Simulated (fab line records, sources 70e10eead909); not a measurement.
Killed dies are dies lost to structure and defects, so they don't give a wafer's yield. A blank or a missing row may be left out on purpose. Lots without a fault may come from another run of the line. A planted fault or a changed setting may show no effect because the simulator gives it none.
Which tool did it? | flow nand_harc | 12 lots, 36 wafers sampled, at 2 steps of a route of 1302

WHAT THE GAUGES READ, wafer by wafer
NHARC_P_ZERO_WELL_INSPECT_43.
lot  | measured     | on                | raw_defect_count
L075 | day 2 15:28  | defect_inspect-01 | 5 18 16
L077 | day 3 09:28  | defect_inspect-02 | 9 25 10
L079 | day 4 05:28  | defect_inspect-02 | 16 12 9
L081 | day 5 01:41  | defect_inspect-01 | 6 11 11
L083 | day 5 21:25  | defect_inspect-01 | 11 14 35
L085 | day 6 20:51  | defect_inspect-02 | 26 12 11
L087 | day 7 14:06  | defect_inspect-01 | 13 5 9
L089 | day 8 09:36  | defect_inspect-01 | 19 34 14
L091 | day 9 06:34  | defect_inspect-01 | 21 24 16
L093 | day 10 05:38 | defect_inspect-02 | 15 15 15
L095 | day 10 21:43 | defect_inspect-02 | 4 7 3
L097 | day 11 17:42 | defect_inspect-02 | 18 14 14

WHICH TOOL RAN EACH LOT (tool, then ch and the chambers of the sampled wafers, then the start)
lot  | NHARC_P_ZERO_WELL_DESCUM_13
L075 | rie_diel-06 ch 1,2,3, day 2 09:04
L077 | rie_diel-06 ch 0,1,2, day 3 03:24
L079 | rie_diel-06 ch 0,2,3, day 3 23:17
L081 | rie_diel-06 ch 0,2,3, day 4 19:27
L083 | rie_diel-01 ch 1,3, day 5 15:24
L085 | rie_diel-01 ch 0,2,3, day 6 14:23
L087 | rie_diel-07 ch 1,2, day 7 07:25
L089 | rie_diel-07 ch 1,2,3, day 8 03:24
L091 | rie_diel-06 ch 0,2,3, day 8 23:34
L093 | rie_diel-06 ch 0,1,3, day 9 19:55
L095 | rie_diel-06 ch 0,1,2, day 10 15:26
L097 | rie_diel-07 ch 0,1,3, day 11 11:25
- NHARC_P_ZERO_WELL_DESCUM_13: chemistry O2, time 3 s.

THE ANSWER, worked out from the rows above alone
Rule: what is usual is taken from the lots themselves. Put in order of their means at a reading, lots are off if they are a third of the lots or fewer, leave a main group of 4 or more, and stand apart from it by a gap of 3 or more times the standard deviation of the main group's means; of several such gaps the widest counts. A main group whose means are all the same, to the digits that the tables above print for the reading, isn't used. A lot without any number at a reading at which 4 lots or more have one is off too. The other lots that the step has rows for count as sound.
No lot is off at any reading shown: from this, nothing can be told.

WHAT THE SIMULATOR HAD PUT IN
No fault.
